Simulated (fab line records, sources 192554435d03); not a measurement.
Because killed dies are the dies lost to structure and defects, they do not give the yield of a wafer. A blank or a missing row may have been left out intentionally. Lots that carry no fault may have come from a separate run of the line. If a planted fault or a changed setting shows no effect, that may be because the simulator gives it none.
fab line records	flow n5-finfet
record: lots: 9	wafers: 27	last-day: 17
route steps=1938 shown DUMMY_GATE@249 SD_EPI_N@274 SD_EPI_P@303 BEOL_M4@1111 PASSIVATION@1936
lots untouched by any fault: they come from a run of this same line in which no faults occurred
start-h: start of the lot's first displayed wafer, in hours after the record's first day	wait-h: hours from the lot's prior step to this one	" the same as in the row above	L1.1+2: a row that stands for several wafers	- either no value or no given start	* or withheld: withheld	< > ~ a bound
route shown NAME@n: names a module that has steps shown in the file, with the first one's number in the route	usual: the fault-free wafers' mean and standard deviation	same: alike in all rows	chamber/n: place in a boat	sites: the reading at each site	_std_site: the standard deviation of these	_edge_site: the outer-site mean with the inner-site mean subtracted	radius-mm: how far each site lies from the wafer's centre	mask NAME#n: copy n	behind: the last tool/chamber to shape the wafer	hold: why the lot went on hold/how many hours it stayed there/how the hold came to an end	device: whichever transistor did not switch (one of n, p or np)	end of line: the tests these same wafers got at the end of their route	a step with no rows: only its recipe	killed: dies that structure and defects cost at the first sort, which is not the same as the wafer's yield	map: dies across one wafer; x = killed, . = not, _ = none there
set.NAME: the run value of the setting; set.NAME@STEP: its run value at that earlier step	model.NAME: the simulator's own value behind a step, which no gauge read
the route's steps for a sample of lots (tables are steps, rows are wafers)
services: from which hour (start-h, from the record's first day; less than 0 if before it) a tool's chamber was out of use, for how many hours, and why
== steps ==
step: N5_DUMMY_GATE_CD_MEAS_24
recipe: target-cd-nm: 15
usual: cd-nm: 15.04/0.3
lot.wafer	tool	chamber	start-h	wait-h	cd-nm
L235.1	cd-sem-03	-	65.88	0.1	14.94
L235.3	"	-	"	"	14.80
L235.5	"	-	"	"	15.03
L240.1	cd-sem-01	-	95.43	0.1	14.85
L240.4	"	-	"	"	15.15
L240.6	"	-	"	"	14.70
L241.1	cd-sem-02	-	100.31	0.1	15.14
L241.2	"	-	"	"	15.16
L241.4	"	-	"	"	15.32
L244.1	cd-sem-03	-	121.44	0.1	14.59
L244.2	"	-	"	"	14.45
L244.4	"	-	"	"	15.06
L245.2	cd-sem-01	-	126.28	0.1	15.15
L245.5	"	-	"	"	14.87
L245.6	"	-	"	"	14.86
L246.2	cd-sem-03	-	133.96	0.1	14.98
L246.3	"	-	"	"	15.03
L246.5	"	-	"	"	15.32
L251.1	cd-sem-01	-	161.52	0.1	15.05
L251.4	"	-	"	"	15.06
L251.5	"	-	"	"	15.41
L253.1	cd-sem-02	-	173.34	0.1	14.89
L253.3	"	-	"	"	15.32
L253.4	"	-	"	"	15.00
L254.2	cd-sem-01	-	180.62	0.1	15.36
L254.3	"	-	"	"	15.21
L254.6	"	-	"	"	15.59
step: N5_SD_EPI_N_ETCH_34
recipe: chemistry: CF4	target: SiARC	target-depth-a: 455	mask-material: CAR-ArF-block	time-s: 75.8	ion-energy-ev: 80	pressure-mtorr: 40	source-w: 545	bias-w: 36	Ar_flow_sccm: 100	cf4-flow-sccm: 100	ends: cleared
usual: drypump-motor-current-A: 5.8/0.54	etch-rf-on-time-s: 75.8/1.1	oes-product-au: 0.67/0.071	rf-vpp-V: 184.1/1.1	showerhead-plenum-p-Torr: 2.14/0.067	throttle-valve-pct: 15.62/0.23
lot.wafer	tool	chamber	start-h	wait-h	drypump-motor-current-A	etch-rf-on-time-s	oes-product-au	rf-hours-counter-h	rf-vpp-V	showerhead-plenum-p-Torr	throttle-valve-pct
L235.1	rie-diel-06	0	67.38	0.0	6.8	75.2	0.71	74	184.6	2.08	15.30
L235.3	"	3	"	"	4.9	74.4	0.73	51	183.9	2.17	15.57
L235.5	"	0	"	"	6.8	75.5	0.70	-	182.4	2.08	15.29
L240.1	rie-diel-06	0	97.49	0.0	6.9	75.9	0.69	85	183.6	2.08	15.30
L240.4	"	3	"	"	4.9	74.9	0.72	63	183.6	2.17	15.57
L240.6	"	1	"	"	5.7	75.7	0.67	-	185.4	2.23	15.84
L241.1	rie-diel-06	3	101.62	0.0	4.9	75.0	0.72	64	182.6	2.17	15.58
L241.2	"	1	"	"	5.7	76.6	0.66	113	185.0	2.23	15.85
L241.4	"	0	"	"	6.8	76.8	0.69	86	183.9	2.08	15.29
L244.1	rie-diel-04	0	122.74	0.0	6.5	76.9	0.59	226	182.7	2.12	15.81
L244.2	"	2	"	"	5.9	75.6	0.74	45	183.5	2.09	15.52
L244.4	"	0	"	"	6.5	77.2	0.58	-	183.8	2.12	15.81
L245.2	rie-diel-06	1	127.56	0.0	5.7	75.1	0.66	122	184.5	2.23	15.87
L245.5	"	3	"	"	4.9	74.2	0.70	-	186.3	2.16	15.61
L245.6	"	0	"	"	6.8	76.1	0.68	-	184.0	2.08	15.33
L246.2	rie-diel-02	3	135.52	0.0	5.1	79.4	0.57	212	183.1	2.12	16.08
L246.3	"	1	"	"	5.5	76.4	0.61	199	185.7	2.21	15.84
L246.5	"	1	"	"	5.5	77.0	0.60	-	185.7	2.21	15.83
L251.1	rie-diel-02	2	162.80	0.0	6.5	73.5	0.72	82	184.4	2.16	15.70
L251.4	"	3	"	"	5.1	78.2	0.57	223	183.7	2.11	16.10
L251.5	"	2	"	"	6.4	74.8	0.72	-	184.6	2.16	15.70
L253.1	rie-diel-04	0	174.84	0.0	6.5	75.3	0.58	245	184.4	2.12	15.86
L253.3	"	1	"	"	5.9	74.4	0.85	0	184.8	2.10	15.41
L253.4	"	2	"	"	5.8	75.3	0.71	68	184.0	2.08	15.58
L254.2	rie-diel-06	2	183.25	0.0	5.9	76.5	0.62	159	182.5	2.06	15.50
L254.3	"	0	"	"	6.8	77.3	0.66	109	184.9	2.07	15.35
L254.6	"	0	"	"	6.9	76.9	0.66	-	185.2	2.07	15.38
step: N5_SD_EPI_N_VAPOR_ETCH_50
recipe: chemistry: HCl	target: Si	temp-c: 775	time-s: 54	pressure-torr: 20	mode: isotropic
usual: susceptor-temp-C: 775.1/0.31	throttle-valve-pct: 11.7/0.35
same: time-s: 54
lot.wafer	tool	chamber	start-h	wait-h	susceptor-temp-C	throttle-valve-pct
L235.1	epi-rpcvd-02	0	68.86	0.3	774.4	11.7
L235.3	"	0	"	"	774.9	11.5
L235.5	"	0	"	"	774.8	11.5
L240.1	epi-rpcvd-02	0	98.95	0.3	774.5	11.3
L240.4	"	0	"	"	774.2	11.5
L240.6	"	0	"	"	774.8	11.7
L241.1	epi-rpcvd-02	0	103.08	0.3	774.8	11.5
L241.2	"	0	"	"	775.1	11.6
L241.4	"	0	"	"	775.1	11.5
L244.1	epi-rpcvd-02	0	124.22	0.3	788.4	11.6
L244.2	"	0	"	"	788.3	11.5
L244.4	"	0	"	"	788.3	11.4
L245.2	epi-rpcvd-02	0	129.05	0.3	788.3	11.7
L245.5	"	0	"	"	788.1	11.5
L245.6	"	0	"	"	787.7	11.3
L246.2	epi-rpcvd-01	0	137.24	0.3	775.1	11.7
L246.3	"	0	"	"	775.3	11.4
L246.5	"	0	"	"	775.4	11.5
L251.1	epi-rpcvd-01	0	164.29	0.3	775.0	11.5
L251.4	"	0	"	"	774.9	11.6
L251.5	"	0	"	"	775.3	11.4
L253.1	epi-rpcvd-03	0	176.30	0.3	775.0	12.3
L253.3	"	0	"	"	774.8	12.2
L253.4	"	0	"	"	775.3	12.4
L254.2	epi-rpcvd-01	0	184.74	0.3	775.3	11.5
L254.3	"	0	"	"	775.3	11.5
L254.6	"	0	"	"	775.1	11.4
step: N5_SD_EPI_P_CD_MEAS_09
recipe: target-cd-nm: 240	landing-energy-ev: 500	detector: se-inlens
usual: cd-nm: 240.0/0.74
lot.wafer	tool	chamber	start-h	wait-h	cd-nm
L235.1	cd-sem-01	0	71.58	-	239.2
L235.3	"	0	"	"	239.9
L235.5	"	0	"	"	240.1
L240.1	cd-sem-02	0	101.82	-	239.3
L240.4	"	0	"	"	239.3
L240.6	"	0	"	"	239.8
L241.1	cd-sem-03	0	106.28	-	240.6
L241.2	"	0	"	"	239.4
L241.4	"	0	"	"	239.8
L244.1	cd-sem-02	0	126.94	-	240.1
L244.2	"	0	"	"	240.3
L244.4	"	0	"	"	240.5
L245.2	cd-sem-03	0	131.87	-	241.0
L245.5	"	0	"	"	240.2
L245.6	"	0	"	"	240.8
L246.2	cd-sem-01	0	140.16	-	240.3
L246.3	"	0	"	"	240.3
L246.5	"	0	"	"	238.6
L251.1	cd-sem-03	0	167.14	-	239.0
L251.4	"	0	"	"	239.4
L251.5	"	0	"	"	239.5
L253.1	cd-sem-01	0	179.15	-	240.9
L253.3	"	0	"	"	240.5
L253.4	"	0	"	"	240.6
L254.2	cd-sem-03	0	187.88	-	240.5
L254.3	"	0	"	"	239.7
L254.6	"	0	"	"	240.2
step: N5_BEOL_M4_RC_MEAS_101
usual: DIBL_N: 36.3/1	DIBL_P: 36.2/1.4	IOFF_N: 0.157/0.021	IOFF_N_85C: 3.1/0.35	IOFF_N_LIN: 0.073/0.0083	IOFF_P: 0.206/0.025	ION_N: 673/9	ION_P: 461/6.4	REXT_N: 75.0/1.5	SS_N: 71.5/0.5	SS_P: 73.2/0.47	VT_N: 249.9/2.4	VT_N_LVT: 98.2/2.7	VT_P: -250.6/2.9
lot.wafer	tool	chamber	start-h	wait-h	DIBL_N[mV/V]	DIBL_P[mV/V]	IOFF_N[nA/um]	IOFF_N_85C[nA/um]	IOFF_N_LIN[nA/um]	IOFF_P[nA/um]	ION_N[uA/um]	ION_P[uA/um]	REXT_N[ohm.um]	SS_N[mV/dec]	SS_P[mV/dec]	VT_N[mV]	VT_N_LVT[mV]	VT_P[mV]
L235.1	prober-02	0	173.09	0.0	36.7	35.9	0.175	3.4	0.080	0.204	683	460	75.9	71.6	73.8	249.0	95.2	-251.3
L235.3	"	0	"	"	34.9	34.3	0.153	3.0	0.072	0.182	679	466	75.7	71.4	73.2	250.8	95.3	-252.4
L235.5	"	0	"	"	36.6	36.5	0.190	3.6	0.086	0.208	689	462	75.6	71.7	74.1	248.7	92.7	-253.0
L240.1	prober-02	0	206.44	0.0	36.2	35.7	0.148	2.9	0.070	0.186	673	457	75.5	71.8	73.9	250.7	98.0	-252.1
L240.4	"	0	"	"	36.6	35.6	0.154	3.0	0.072	0.178	675	456	75.0	71.9	72.4	248.6	97.2	-251.9
L240.6	"	0	"	"	36.2	35.8	0.151	3.0	0.071	0.182	677	467	75.4	71.1	73.3	250.7	96.4	-252.5
L241.1	prober-02	0	211.26	0.0	35.4	35.4	0.140	2.7	0.064	0.180	663	451	72.9	70.8	73.5	252.7	100.8	-250.7
L241.2	"	0	"	"	36.5	36.8	0.175	3.3	0.079	0.203	685	465	72.3	72.0	73.5	246.5	95.8	-250.9
L241.4	"	0	"	"	36.2	35.5	0.159	3.0	0.069	0.186	661	450	73.7	71.9	73.4	250.9	98.8	-254.0
L244.1	prober-02	0	237.13	0.0	45.7	37.4	0.381	6.3	0.138	0.206	723	460	65.2	73.5	73.0	241.2	88.2	-251.2
L244.2	"	0	"	"	46.5	37.7	0.411	6.7	0.141	0.208	720	455	65.6	74.7	73.4	238.1	88.4	-253.6
L244.4	"	0	"	"	45.8	38.3	0.388	6.5	0.145	0.222	740	462	65.4	73.9	72.6	235.6	86.4	-251.6
L245.2	prober-01	0	247.33	0.2	43.4	34.8	0.326	5.6	0.131	0.197	726	465	67.3	72.7	72.9	237.8	86.8	-252.0
L245.5	"	0	"	"	44.3	35.0	0.378	6.3	0.132	0.201	712	454	67.5	73.8	73.1	242.3	88.1	-248.4
L245.6	"	0	"	"	44.9	36.4	0.396	6.6	0.149	0.220	730	459	66.7	73.2	72.9	235.5	84.9	-250.4
L246.2	prober-01	0	251.95	0.2	36.6	36.7	0.187	3.6	0.088	0.259	685	470	74.6	71.7	73.0	247.2	94.5	-244.2
L246.3	"	0	"	"	36.8	36.7	0.202	3.8	0.093	0.271	687	475	73.8	71.7	72.9	243.5	92.8	-244.8
L246.5	"	0	"	"	36.1	34.8	0.169	3.2	0.080	0.233	682	471	73.7	71.1	72.7	247.3	96.6	-248.5
L251.1	prober-02	0	281.11	0.0	37.5	35.7	0.148	2.9	0.068	0.179	665	448	76.9	71.8	73.4	251.7	98.9	-255.2
L251.4	"	0	"	"	35.4	34.3	0.120	2.4	0.059	0.157	667	455	77.6	70.2	72.9	252.6	102.0	-255.0
L251.5	"	0	"	"	35.9	34.6	0.132	2.7	0.063	0.162	660	455	78.2	72.1	72.3	252.5	99.4	-255.7
L253.1	prober-01	0	289.16	0.0	35.8	34.6	0.141	2.8	0.068	0.206	679	470	76.1	71.0	73.2	250.3	101.3	-247.9
L253.3	"	0	"	"	36.5	34.8	0.147	3.0	0.071	0.210	665	463	76.3	71.5	72.5	248.9	100.1	-246.2
L253.4	"	0	"	"	35.6	34.3	0.142	2.8	0.069	0.208	681	472	74.4	71.0	72.6	250.8	100.2	-247.9
L254.2	prober-02	0	301.82	0.2	37.8	38.4	0.180	3.4	0.082	0.230	674	462	78.1	71.7	74.2	248.4	100.1	-251.4
L254.3	"	0	"	"	35.6	35.6	0.145	2.8	0.067	0.187	664	457	77.3	72.1	72.9	251.5	103.0	-251.2
L254.6	"	0	"	"	33.4	32.3	0.106	2.2	0.053	0.148	663	455	77.8	70.7	72.3	255.4	107.0	-255.0
step: N5_PASSIVATION_PROBE_49
usual: defect-limited-yield: 91.1/1.3	killed_at_M0_to_M3: 36/10	killed_at_M4_up: 14/4.4	killed-at-contacts: 14/5.7	killed-at-front-end: 39/9.4	killed-at-other: 2.9/2.6	killed-dies: 105/15	killed-open: 70/12	killed-short: 34/7.1	sort_bin_4_leakage: 0/0	sort_bin_5_function: 5.3/0.77	sort_bin_6_memory: 3.3/0.66	sort-n-pass: 1075/15	sort-yield-pct: 91.1/1.3
same: gross-dies: 1180	killed-at-back-side: 0	sort_bin_8_speed[%]: 0
lot.wafer	tool	chamber	start-h	wait-h	defect-limited-yield[%]	killed_at_M0_to_M3	killed_at_M4_up	killed-at-contacts	killed-at-front-end	killed-at-other	killed-dies	killed-open	killed-short	sort_bin_4_leakage[%]	sort_bin_5_function[%]	sort_bin_6_memory[%]	sort-n-pass	sort-yield-pct[%]
L235.1	prober-02	-	278.73	0.0	92.4	34	11	9	33	3	90	61	28	0	4.0	3.3	1090	92.4
L235.3	prober-02	-	278.83	0.1	90.3	49	12	4	44	6	115	67	48	0	4.7	4.2	1065	90.3
L235.5	prober-02	-	278.93	0.2	91.3	29	8	1	57	8	103	61	42	0	4.5	3.8	1077	91.3
L241.1	prober-02	-	315.24	0.0	90.8	36	15	9	43	6	109	66	42	0	5.6	3.4	1071	90.8
L241.2	prober-02	-	315.29	0.1	91.8	41	13	8	35	0	97	66	31	0	5.2	2.9	1083	91.8
L241.4	prober-02	-	315.39	0.2	91.5	41	12	14	29	4	100	55	44	0	5.2	2.8	1080	91.5
L240.1	prober-02	-	316.88	0.0	91.0	27	12	20	40	7	106	74	29	0	4.8	3.7	1074	91.0
L240.4	prober-02	-	317.03	0.2	90.4	36	15	7	52	3	113	80	30	0	5.3	4.0	1067	90.4
L240.6	prober-02	-	317.13	0.3	91.5	24	8	12	49	7	100	71	29	0	5.3	3.1	1080	91.5
L244.1	prober-01	-	336.23	0.0	91.5	35	14	24	27	0	100	84	16	12.20	5.6	2.7	936	79.3
L244.2	prober-01	-	336.28	0.1	90.2	35	21	16	43	1	116	73	42	21.27	6.2	3.2	813	68.9
L244.4	prober-01	-	336.38	0.2	92.1	33	8	15	36	1	93	62	31	13.56	4.5	3.1	927	78.6
L245.2	prober-01	-	345.69	0.1	91.4	41	12	12	29	7	101	70	31	1.10	5.1	3.3	1066	90.3
L245.5	prober-01	-	345.84	0.2	90.1	48	14	16	33	6	117	77	38	7.37	6.2	3.5	976	82.7
L245.6	prober-01	-	345.89	0.3	91.9	39	11	8	35	2	95	60	35	10.85	5.5	2.2	957	81.1
L246.2	prober-01	-	360.07	0.1	89.7	52	13	8	48	1	122	88	33	0	5.7	4.3	1058	89.7
L246.3	prober-01	-	360.12	0.1	91.3	45	17	6	34	1	103	66	37	0	5.3	3.0	1077	91.3
L246.5	prober-01	-	360.22	0.2	90.8	39	13	13	42	1	108	72	36	0	5.1	3.7	1072	90.8
L253.1	prober-01	-	384.49	0.0	92.7	24	17	13	27	5	86	60	24	0	4.5	2.7	1094	92.7
L253.3	prober-01	-	384.59	0.1	92.2	27	11	22	24	8	92	57	34	0	4.9	2.8	1088	92.2
L253.4	prober-01	-	384.64	0.2	93.2	29	12	4	33	2	80	54	23	0	4.0	2.5	1100	93.2
L251.1	prober-02	-	389.50	0.0	90.9	30	23	17	37	0	107	79	25	0	5.6	3.3	1073	90.9
L251.4	prober-02	-	389.65	0.2	92.5	35	10	11	32	0	88	57	29	0	3.6	3.7	1092	92.5
L251.5	prober-02	-	389.70	0.2	90.8	32	19	13	41	3	108	77	30	0	5.3	3.6	1072	90.8
L254.2	prober-02	-	403.46	0.1	93.8	23	14	8	28	0	73	50	23	0	4.4	1.5	1107	93.8
L254.3	prober-02	-	403.51	0.1	92.0	29	17	15	32	1	94	62	30	0	4.5	3.1	1086	92.0
L254.6	prober-02	-	403.66	0.3	91.9	20	17	18	37	3	95	66	23	0	4.9	2.5	1085	91.9
killed by level:class
L235.1 BEOL_M2:geometric-particle:open=13 STI_FIN_REVEAL:geometric-particle:open=8 MOL_CONTACT_COAG:geometric-particle:open=8 BEOL_M0_SAQP:geometric-particle:short=5 FIN_SAQP:geometric-particle:open=4 ILD0:geometric-particle:open=4 BEOL_M3:geometric-particle:open=4 BEOL_M4:geometric-particle:open=4
L235.3 BEOL_M0_SAQP:geometric-particle:short=15 BEOL_M2:geometric-particle:open=10 STI_FIN_REVEAL:geometric-particle:open=8 BEOL_M3:geometric-particle:open=8 FIN_SAQP:geometric-particle:short=7 ILD0:geometric-particle:short=7 BEOL_M0_SAQP:geometric-particle:open=7 BEOL_M4:geometric-particle:open=5
L235.5 STI_FIN_REVEAL:geometric-particle:open=11 FIN_SAQP:geometric-particle:open=8 DUMMY_GATE:geometric-particle:open=8 GATE_CUT:geometric-particle:short=6 BEOL_M3:geometric-particle:open=6 FIN_SAQP:geometric-particle:short=5 BEOL_M2:geometric-particle:open=5 ILD0:geometric-particle:open=4
L241.1 FIN_SAQP:geometric-particle:short=12 BEOL_M4:geometric-particle:open=10 STI_FIN_REVEAL:geometric-particle:open=9 BEOL_M0_SAQP:geometric-particle:open=8 GATE_CUT:geometric-particle:short=7 BEOL_M0_SAQP:geometric-particle:short=7 BEOL_M3:geometric-particle:open=6 MOL_CONTACT_COAG:geometric-particle:open=6
L241.2 BEOL_M0_SAQP:geometric-particle:short=12 BEOL_M0_SAQP:geometric-particle:open=10 BEOL_M3:geometric-particle:open=8 STI_FIN_REVEAL:geometric-particle:open=7 BEOL_M4:geometric-particle:open=7 FIN_SAQP:geometric-particle:open=5 GATE_CUT:geometric-particle:short=5 MOL_CONTACT_COAG:geometric-particle:open=5
L241.4 FIN_SAQP:geometric-particle:short=11 MOL_CONTACT_COAG:geometric-particle:open=10 BEOL_M3:geometric-particle:open=8 BEOL_M0_SAQP:geometric-particle:short=6 BEOL_M0_SAQP:geometric-particle:open=6 BEOL_M1:geometric-particle:open=6 BEOL_M4:geometric-particle:open=6 GATE_CUT:geometric-particle:short=5
L240.1 MOL_CONTACT_COAG:geometric-particle:open=16 STI_FIN_REVEAL:geometric-particle:open=12 BEOL_M0:geometric-particle:open=8 BEOL_M4:geometric-particle:open=6 FIN_SAQP:geometric-particle:short=5 FIN_SAQP:geometric-particle:open=4 MOL_CONTACT_COAG:geometric-particle:short=4 BEOL_M2:geometric-particle:open=4
L240.4 STI_FIN_REVEAL:geometric-particle:open=18 FIN_SAQP:geometric-particle:open=9 BEOL_M3:geometric-particle:open=8 FIN_SAQP:geometric-particle:short=7 BEOL_M0_SAQP:geometric-particle:open=7 MOL_CONTACT_COAG:geometric-particle:open=6 BEOL_M1:geometric-particle:open=5 BEOL_M4:geometric-particle:open=5
L240.6 STI_FIN_REVEAL:geometric-particle:open=12 MOL_CONTACT_COAG:geometric-particle:open=8 FIN_SAQP:geometric-particle:open=7 BEOL_M0_SAQP:geometric-particle:short=6 BEOL_M3:geometric-particle:open=6 FIN_SAQP:geometric-particle:short=5 DUMMY_GATE:geometric-particle:open=5 BEOL_M4:geometric-particle:open=5
L244.1 MOL_CONTACT_COAG:geometric-particle:open=19 BEOL_M2:geometric-particle:open=10 FIN_SAQP:geometric-particle:open=8 BEOL_M3:geometric-particle:open=8 BEOL_M1:geometric-particle:open=7 STI_FIN_REVEAL:geometric-particle:open=6 MOL_CONTACT_COAG:geometric-particle:short=5 GATE_CUT:geometric-particle:open=4
L244.2 FIN_SAQP:geometric-particle:short=14 MOL_CONTACT_COAG:geometric-particle:open=12 BEOL_M2:geometric-particle:open=11 FIN_SAQP:geometric-particle:open=9 BEOL_M4:geometric-particle:open=8 BEOL_M3:geometric-particle:open=7 BEOL_M0_SAQP:geometric-particle:short=6 BEOL_M0_SAQP:geometric-particle:open=5
L244.4 BEOL_M3:geometric-particle:open=11 FIN_SAQP:geometric-particle:open=8 MOL_CONTACT_COAG:geometric-particle:open=8 MOL_CONTACT_COAG:geometric-particle:short=7 BEOL_M0_SAQP:geometric-particle:open=6 GATE_CUT:geometric-particle:short=5 BEOL_M2:geometric-particle:open=5 FIN_SAQP:geometric-particle:short=4
L245.2 MOL_CONTACT_COAG:geometric-particle:open=10 BEOL_M4:geometric-particle:open=9 STI_FIN_REVEAL:geometric-particle:open=7 BEOL_M0_SAQP:geometric-particle:open=7 BEOL_M2:geometric-particle:open=7 BEOL_M3:geometric-particle:open=7 BEOL_M3:geometric-particle:short=6 BEOL_M0_SAQP:geometric-particle:short=5
L245.5 BEOL_M2:geometric-particle:open=12 MOL_CONTACT_COAG:geometric-particle:open=11 BEOL_M3:geometric-particle:open=10 BEOL_M0_SAQP:geometric-particle:short=8 BEOL_M0_SAQP:geometric-particle:open=7 STI_FIN_REVEAL:geometric-particle:open=6 BEOL_M4:geometric-particle:open=6 DUMMY_GATE:geometric-particle:open=5
L245.6 BEOL_M3:geometric-particle:open=13 STI_FIN_REVEAL:geometric-particle:open=10 BEOL_M1:geometric-particle:open=7 BEOL_M4:geometric-particle:open=7 MOL_CONTACT_COAG:geometric-particle:open=6 DUMMY_GATE:geometric-particle:open=5 BEOL_M2:geometric-particle:short=5 BEOL_M0_SAQP:geometric-particle:short=4
L246.2 STI_FIN_REVEAL:geometric-particle:open=19 BEOL_M0_SAQP:geometric-particle:open=15 BEOL_M0_SAQP:geometric-particle:short=13 BEOL_M3:geometric-particle:open=11 FIN_SAQP:geometric-particle:open=7 MOL_CONTACT_COAG:geometric-particle:open=6 BEOL_M4:geometric-particle:open=6 STI_FIN_REVEAL:geometric-particle:short=5
L246.3 BEOL_M0_SAQP:geometric-particle:short=16 BEOL_M0_SAQP:geometric-particle:open=15 STI_FIN_REVEAL:geometric-particle:open=13 BEOL_M4:geometric-particle:open=6 FIN_CUT:geometric-particle:open=4 MOL_CONTACT_COAG:geometric-particle:open=4 BEOL_M2:geometric-particle:open=4 BEOL_M3:geometric-particle:short=4
L246.5 BEOL_M0_SAQP:geometric-particle:open=11 FIN_SAQP:geometric-particle:open=9 DUMMY_GATE:geometric-particle:open=9 BEOL_M0_SAQP:geometric-particle:short=9 MOL_CONTACT_COAG:geometric-particle:open=8 BEOL_M4:geometric-particle:open=8 BEOL_M1:geometric-particle:open=6 STI_FIN_REVEAL:geometric-particle:open=5
L253.1 MOL_CONTACT_COAG:geometric-particle:open=10 BEOL_M3:geometric-particle:open=8 FIN_SAQP:geometric-particle:open=7 BEOL_M0_SAQP:geometric-particle:short=4 BEOL_M0_SAQP:geometric-particle:open=4 STI_FIN_REVEAL:geometric-particle:open=3 MOL_CONTACT_COAG:geometric-particle:short=3 BEOL_M9:geometric-particle:open=3
L253.3 MOL_CONTACT_COAG:geometric-particle:open=19 STI_FIN_REVEAL:geometric-particle:open=11 BEOL_M0_SAQP:geometric-particle:open=10 BEOL_M0_SAQP:geometric-particle:short=6 FIN_SAQP:geometric-particle:short=4 BEOL_M3:geometric-particle:open=4 BEOL_M4:geometric-particle:open=4 MOL_CONTACT_COAG:geometric-particle:short=3
L253.4 BEOL_M3:geometric-particle:open=14 STI_FIN_REVEAL:geometric-particle:open=9 FIN_SAQP:geometric-particle:open=6 FIN_SAQP:geometric-particle:short=5 STI_FIN_REVEAL:geometric-particle:short=4 DUMMY_GATE:geometric-particle:open=4 MOL_CONTACT_COAG:geometric-particle:open=4 BEOL_M2:geometric-particle:open=4
L251.1 MOL_CONTACT_COAG:geometric-particle:open=13 STI_FIN_REVEAL:geometric-particle:open=12 BEOL_M3:geometric-particle:open=9 BEOL_M0_SAQP:geometric-particle:short=8 GATE_CUT:geometric-particle:open=7 BEOL_M4:geometric-particle:open=7 FIN_SAQP:geometric-particle:open=5 BEOL_M5:geometric-particle:open=5
L251.4 BEOL_M1:geometric-particle:open=11 BEOL_M3:geometric-particle:open=9 STI_FIN_REVEAL:geometric-particle:open=8 BEOL_M3:geometric-particle:short=7 FIN_SAQP:geometric-particle:open=6 GATE_CUT:geometric-particle:short=5 MOL_CONTACT_COAG:geometric-particle:open=5 MOL_CONTACT_COAG:geometric-particle:short=4
L251.5 BEOL_M3:geometric-particle:open=13 STI_FIN_REVEAL:geometric-particle:open=12 MOL_CONTACT_COAG:geometric-particle:open=12 FIN_SAQP:geometric-particle:short=10 BEOL_M3:geometric-particle:short=8 BEOL_M4:geometric-particle:open=8 STI_FIN_REVEAL:geometric-particle:short=5 DUMMY_GATE:geometric-particle:open=5
L254.2 FIN_SAQP:geometric-particle:short=9 BEOL_M4:geometric-particle:open=8 STI_FIN_REVEAL:geometric-particle:open=7 MOL_CONTACT_COAG:geometric-particle:open=7 BEOL_M0_SAQP:geometric-particle:open=7 FIN_SAQP:geometric-particle:open=6 BEOL_M0_SAQP:geometric-particle:short=6 BEOL_M1:geometric-particle:open=4
L254.3 MOL_CONTACT_COAG:geometric-particle:open=13 BEOL_M2:geometric-particle:open=7 FIN_SAQP:geometric-particle:short=6 BEOL_M0_SAQP:geometric-particle:open=6 BEOL_M4:geometric-particle:open=6 FIN_SAQP:geometric-particle:open=5 STI_FIN_REVEAL:geometric-particle:open=5 BEOL_M0_SAQP:geometric-particle:short=4
L254.6 MOL_CONTACT_COAG:geometric-particle:open=15 BEOL_M4:geometric-particle:open=9 FIN_SAQP:geometric-particle:open=6 STI_FIN_REVEAL:geometric-particle:open=6 BEOL_M2:geometric-particle:open=6 DUMMY_GATE:geometric-particle:open=5 BEOL_M1:geometric-particle:open=4 FIN_SAQP:geometric-particle:short=3
== services ==
tool	chamber	start-h	hours	kind
epi-rpcvd-03	-	68.84	2.8	pm
rie-diel-02	0	85.26	-	clean
rie-diel-02	0	85.26	-	consumable-replace:focus-ring
rie-diel-02	0	85.26	18.9	scheduled-down
rie-diel-02	0	85.26	18.9	vent-cycle
rie-diel-04	0	96.47	9.4	repair
epi-rpcvd-01	-	98.22	6.0	pm
rie-diel-04	1	108.49	18.2	repair
rie-diel-04	1	151.30	-	clean
rie-diel-04	1	151.30	-	consumable-replace:focus-ring
rie-diel-04	1	151.30	20.6	scheduled-down
rie-diel-04	1	151.30	20.6	vent-cycle
rie-diel-06	2	154.30	2.7	repair
== key ==
first-sign: step: N5_SD_EPI_N_VAPOR_ETCH_50	reading: susceptor-temp-C	direction: up	sigmas: 42	usual: *	struck: *
effect: step: N5_BEOL_M4_RC_MEAS_101	reading: IOFF_N	direction: up	sigmas: 10	usual: 0.157	struck: 0.380
effect: step: N5_BEOL_M4_RC_MEAS_101	reading: IOFF_N_85C	direction: up	sigmas: 9.5	usual: 3.1	struck: 6.3
effect: step: N5_BEOL_M4_RC_MEAS_101	reading: DIBL_N	direction: up	sigmas: 8.5	usual: 36.3	struck: 45.1
effect: step: N5_BEOL_M4_RC_MEAS_101	reading: IOFF_N_LIN	direction: up	sigmas: 8	usual: 0.073	struck: 0.140
effect: step: N5_BEOL_M4_RC_MEAS_101	reading: REXT_N	direction: down	sigmas: 5.9	usual: 75.0	struck: 66.3
effect: step: N5_BEOL_M4_RC_MEAS_101	reading: ION_N	direction: up	sigmas: 5.7	usual: 673	struck: 725
effect: step: N5_BEOL_M4_RC_MEAS_101	reading: VT_N	direction: down	sigmas: 4.7	usual: 249.9	struck: 238.4
effect: step: N5_BEOL_M4_RC_MEAS_101	reading: SS_N	direction: up	sigmas: 4.2	usual: 71.5	struck: 73.6
effect: step: N5_BEOL_M4_RC_MEAS_101	reading: VT_N_LVT	direction: down	sigmas: 4.1	usual: 98.2	struck: 87.1
effect: step: N5_PASSIVATION_PROBE_49	reading: sort_bin_4_leakage	direction: up	sigmas: 99+	usual: 0	struck: 11.06
met-at N5_SD_EPI_N_VAPOR_ETCH_50
struck-lots L244,L245
not-acting-at N5_DUMMY_GATE_CD_MEAS_24,N5_SD_EPI_N_ETCH_34,N5_SD_EPI_P_CD_MEAS_09
onset-between 103.08 124.22
fault: kind: process-parameter-drift	tool: epi-rpcvd-02	chamber: -	onset-h: 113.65	steps: N5_SD_EPI_N_VAPOR_ETCH_50	channel: temp-c	offset: *	shape: step	end-h: 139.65	acts-in: *	stated: *
